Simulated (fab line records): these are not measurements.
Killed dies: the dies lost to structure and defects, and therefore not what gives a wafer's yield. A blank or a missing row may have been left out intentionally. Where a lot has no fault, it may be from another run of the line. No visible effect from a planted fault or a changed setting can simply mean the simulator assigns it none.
Matching of chambers	flow n5-finfet	N5_BEOL_M10_CMP_52 on cmp-03 has 4 sister chambers
The step polishes, stops on SiCOH lowk, t overpolish 7 s, target thk 140 nm. 18 wafers are shown with their chamber, then 9 later ones without.

WAFERS WITH THEIR CHAMBER
wafer	chamber	motor-current-A (A)	time-to-endpoint-s (s)	barrier-field-endpoint-s (s)
L074.1	2	6.1	69	28.1
L074.2	3	5.4	68	28.4
L074.4	0	5.0	77	29.5
L077.1	3	5.5	59	28.2
L077.2	2	6.5	64	27.0
L077.5	2	6.1	65	28.3
L083.1	0	5.0	74	29.7
L083.2	1	8.6	68	28.5
L083.5	0	5.1	74	29.6
L084.2	1	8.6	63	27.9
L084.4	2	6.3	61	28.8
L084.5	2	6.2	61	28.6
L085.1	3	5.9	59	27.9
L085.3	2	6.3	63	28.4
L085.5	3	5.7	62	28.1
L092.2	0	5.6	69	28.8
L092.4	1	8.7	63	27.9
L092.5	3	5.8	62	26.5

SIGNATURES, as means of the wafers listed above
reading	chamber 0	chamber 1	chamber 2	chamber 3	scatter within a chamber
motor-current-A	5.175	8.633	6.250	5.660	0.197
time-to-endpoint-s	73.50	64.67	63.83	62.00	3.26
barrier-field-endpoint-s	29.400	28.100	28.200	27.820	0.602
Rule: for a wafer and a chamber, the distance is found by dividing, reading by reading, the gap between the wafer's reading and the chamber's mean by the reading's scatter, squaring, summing and taking the root. The wafer belongs to the nearest chamber; if the next one is less than 2 further off, it can't be placed. How the scatter is found: for the shown wafers, subtract from each reading the mean of its chamber, square and add these, divide the total by (wafers less chambers), then take the root.

WAFERS WITH NO CHAMBER GIVEN
wafer	motor-current-A (A)	time-to-endpoint-s (s)	barrier-field-endpoint-s (s)
L095.1	8.4	66	28.6
L095.3	6.3	66	29.3
L095.5	5.5	72	30.7
L096.2	8.5	66	28.2
L096.4	6.5	63	29.2
L096.6	5.3	60	28.6
L097.2	8.3	61	26.9
L097.3	5.5	59	27.0
L097.4	6.2	60	26.7

CHAMBER TAKEN BY EACH
wafer	from the rows above	in truth
L095.1	1	1
L095.3	2	2
L095.5	0	0
L096.2	1	1
L096.4	2	2
L096.6	3	3
L097.2	1	1
L097.3	3	3
L097.4	can't be placed: 2 or 3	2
Correctly placed: 8 of 9. Not placeable from these rows: 1 (in 1, the candidates include the true chamber). 0 placed wrongly.
